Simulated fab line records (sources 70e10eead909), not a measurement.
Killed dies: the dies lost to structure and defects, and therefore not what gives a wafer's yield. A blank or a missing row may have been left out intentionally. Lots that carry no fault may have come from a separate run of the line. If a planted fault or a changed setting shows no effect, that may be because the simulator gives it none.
Problem report in the 8D (eight disciplines) form, filled by code -- flow nand harc -- the parts of the form that need people (team, actions taken, sign-off) are left out

## 1. THE ISSUE
thk nm at NHARC_A_ONON_D1_THK_MEAS_14 reads a mean of 1458 nm on 6 wafers of 2 lots; wafers without a fault read 1001 nm with a standard deviation of 10. Relative to the usual mean, that is a shift of +46 standard deviations.
The step: measures by ellipsometry.
The first sign was on wafer L732.2 at day 11 19:45, on film metro-01. Wafers with a number at this step in the record: 42, from 14 lots. By rule, "out" or "out of limits" means more than 4 standard deviations away from the usual mean. The other wafers with a number count as sound.

## 2. WHAT IT IS AND WHAT IT IS NOT
question,is,is not
which readings at this step,thk nm,-
which lots,"L732, L737","L717, L718, L719, L721, L722, L724, L725, L727, L729, L736, L738, L739"
which wafers of those lots,all that have a number,-
read on which gauges,film metro-01,film metro-02
when,from day 11 19:45,"up to then (27 sound wafers); but 9 sound wafers of L736, L738, L739 came after"

## 3. THE SUSPECTS, EACH WITH WHAT RULES IT OUT
Counting: a tool at any process step up to the reading remains a suspect when it ran all the lots that are out and ran no sound lot after the first of those.
- the gauge at NHARC_A_ONON_D1_THK_MEAS_14: kept. All the wafers that are out were read on film metro-01, and no step on other tools shows them out.
- pecvd onon-02 at NHARC_A_ONON_D1_DEP_12 (target thk 1000 nm): kept. It processed each lot that is out, first L732 at day 11 19:18, and no sound lot thereafter; up to then, the last sound lot it processed was L724 at day 9 11:10.
Left after counting: pecvd onon-02 at NHARC_A_ONON_D1_DEP_12, film metro-01 at NHARC_A_ONON_D1_THK_MEAS_14.

## 4. THE CAUSE (what the simulator had put in)
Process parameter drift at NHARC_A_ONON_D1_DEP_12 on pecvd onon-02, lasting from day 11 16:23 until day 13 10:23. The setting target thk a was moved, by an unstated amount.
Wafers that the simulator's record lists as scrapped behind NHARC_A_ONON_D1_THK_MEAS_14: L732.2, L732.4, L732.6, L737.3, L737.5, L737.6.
This tool is one of the 2 suspects left after counting.

## 5. SEQUENCE OF EFFECTS, ordered by route
One row per reading whose mean, taken over the struck wafers that have a number, lies over 3 standard deviations from the usual. Only readings for which the record gives a usual standard deviation are gone through. hours: the time from each lot's start at the first step in this table that gives one to its start at this step, as a median over the lots. sigmas: the change in usual standard deviations.
hours,step,reading,usual,on struck wafers,change,sigmas
0,NHARC_A_ONON_D1_THK_MEAS_14,thk nm,1001 nm,1458,+457,+46

## 6. WHAT WOULD HAVE CAUGHT IT SOONER
In this record the first reading out of limits at a measuring or inspecting step was taken at day 11 19:45, 3 hours after the fault began at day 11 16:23.
Lots out: 2; of these, L737 started NHARC_A_ONON_D1_DEP_12 on pecvd onon-02 after day 11 19:45. It would have been spared by a hold on the tool at that moment.
